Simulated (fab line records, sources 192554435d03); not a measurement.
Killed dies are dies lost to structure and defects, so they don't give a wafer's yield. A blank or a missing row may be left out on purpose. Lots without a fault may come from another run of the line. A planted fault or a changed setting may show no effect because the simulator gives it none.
fab line records | flow n5_finfet
record lots=7 wafers=21
route steps=1938 shown TV_LITHO@1879 PASSIVATION@1930
start_h: hours from the record's first day to the start of the lot's first wafer shown | wait_h: hours since the lot's step before | " the same as in the row above | L1.1+2: a row that stands for several wafers | - no value, or no start given | * or withheld: withheld | < > ~ a bound
route shown NAME@n: a module of which the file shows steps, and the number in the route of the first | usual: mean/standard deviation of fault-free wafers | same: alike in all rows | chamber/n: place in a boat | sites: the reading at each site | _std_site: their standard deviation | _edge_site: outer sites' mean less inner sites' | radius_mm: how far each site lies from the wafer's centre | mask NAME#n: copy n | behind: the tool/chamber that last shaped the wafer | hold: why the lot was held/for how many hours/how that ended | device: the transistor (n, p or np) that didn't switch | end of line: the same wafers' tests at the end of the route | a step without rows: its recipe alone | killed: dies lost to structure and defects at the first sort, not the wafer's yield | map: a wafer's dies, x killed, . not, _ none there
set.NAME: the setting as run; set.NAME@STEP: as run at that earlier step | model.NAME: the simulator's own value behind a step, which no gauge read
lots whose settings were changed on purpose; a table a step, a row a wafer
## steps
# step N5_PASSIVATION_EXPOSE_07
# recipe mask_id=TV na=0.55 source_shape=conventional sigma_outer=0.8 polarization=unpolarized defocus_nm=0 target_cd_nm=3000 dose_mj=22.75
# columns lot.wafer tool chamber start_h wait_h mask set.dose_mj
L075.1+5 krf_scanner-01 0 257.38 - TV#0 22.75
L075.4 " 0 " " TV#0 21.21
L076.1+5 krf_scanner-01 0 260.54 - TV#0 22.75
L076.4 " 0 " " TV#0 24
L084.1+4+5 krf_scanner-01 0 327.70 - TV#0 22.75
L091.3+4+5 krf_scanner-02 0 358.08 - TV#0 22.75
L094.1 krf_scanner-02 0 388.06 - TV#0 22.75
L094.4+6 " 0 " " TV#0 23.45
L097.1+2 krf_scanner-02 0 396.22 - TV#0 22.75
L097.3 " 0 " " TV#0 21.52
L095.1+2+5 krf_scanner-01 0 397.57 - TV#0 22.75
# step N5_PASSIVATION_PEB_08
# recipe peb_temp_c=withheld peb_time_s=*
# step N5_PASSIVATION_DEVELOP_09
# recipe develop_time_s=60 rinse_liquid=diw dry=air_spin dev_temp_c=21
# step N5_PASSIVATION_HARDBAKE_11
# recipe temp_c=130 time_s=120
# step N5_PASSIVATION_CD_MEAS_10
# recipe target_cd_nm=3000 landing_energy_ev=500 detector=se_inlens
# usual cd_nm=2999.9/1.7
# columns lot.wafer tool chamber start_h wait_h set.dose_mj@PASSIVATION_EXPOSE_07 cd_nm
L075.1 cd_sem-01 0 257.56 - 22.75 2999.7
L075.4 " 0 " " 21.21 2985.2
L075.5 " 0 " " 22.75 3003.6
L076.1 cd_sem-03 0 260.72 - 22.75 3003.0
L076.4 " 0 " " 24 3012.8
L076.5 " 0 " " 22.75 3000.2
L084.1 cd_sem-03 0 327.88 - 22.75 2998.8
L084.4 " 0 " " 22.75 2999.5
L084.5 " 0 " " 22.75 2999.5
L091.3 cd_sem-03 0 358.25 - 22.75 3000.3
L091.4 " 0 " " 22.75 2999.0
L091.5 " 0 " " 22.75 3000.8
L094.1 cd_sem-01 0 388.24 - 22.75 3002.0
L094.4 " 0 " " 23.45 3009.0
L094.6 " 0 " " 23.45 3008.1
L097.1 cd_sem-01 0 396.39 - 22.75 2997.8
L097.2 " 0 " " 22.75 2999.1
L097.3 " 0 " " 21.52 2988.9
L095.1 cd_sem-01 0 397.74 - 22.75 3001.6
L095.2 " 0 " " 22.75 3000.6
L095.5 " 0 " " 22.75 3002.3
# step N5_PASSIVATION_ETCH_54
# recipe chemistry=CHF3/O2 target=SiO2 target_depth_a=8800 CHF3_flow_sccm=50 O2_flow_sccm=5 Ar_flow_sccm=200 time_s=440 mask_material=PR pressure_mtorr=30 source_w=650 bias_w=170 ion_energy_ev=200
# columns lot.wafer tool chamber start_h wait_h set.time_s model.etch.depth_nm model.PASSIVATION.feature_depth_nm
L075.1 rie_diel-02 2 263.23 0.1 523.5 1041 1041
L075.4 " 1 " " 523.5 1051 1051
L075.5 " 3 " " 440 883.3 883.2
L076.1 rie_diel-06 3 265.13 0.1 440 910.2 910.2
L076.4 " 1 " " 381.2 755.6 755.6
L076.5 " 0 " " 440 887.3 887.4
L084.1 rie_diel-02 3 332.27 0.1 501.9 1012 1012
L084.4 " 2 " " 501.9 995.7 995.6
L084.5 " 2 " " 440 876.6 876.6
L091.3 rie_diel-04 0 361.95 0.1 440 889.7 889.8
L091.4 " 2 " " 440 902.8 902.8
L091.5 " 3 " " 440 888.8 888.8
L094.1 rie_diel-06 1 393.82 0.1 475.8 939 939
L094.4 " 0 " " 440 887.5 887.4
L094.6 " 2 " " 475.8 935.6 935.6
L097.1 rie_diel-06 1 400.16 0.1 496 975.4 975.4
L097.2 " 3 " " 440 891.7 891.8
L097.3 " 0 " " 496 989.8 989.8
L095.1 rie_diel-02 0 401.40 0.1 440 879.9 880
L095.2 " 3 " " 440 883.8 883.8
L095.5 " 1 " " 414.6 841.6 841.6
## key
split step=N5_PASSIVATION_EXPOSE_07 setting=dose_mj stated=22.75 by=wafer
response step=N5_PASSIVATION_CD_MEAS_10 reading=cd_nm change=+2.14 per=1% r=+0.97
split step=N5_PASSIVATION_ETCH_54 setting=time_s stated=440 by=wafer
response step=N5_PASSIVATION_ETCH_54 reading=model.etch.depth_nm change=+8.6 per=1% r=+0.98
response step=N5_PASSIVATION_ETCH_54 reading=model.PASSIVATION.feature_depth_nm change=+8.6 per=1% r=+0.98
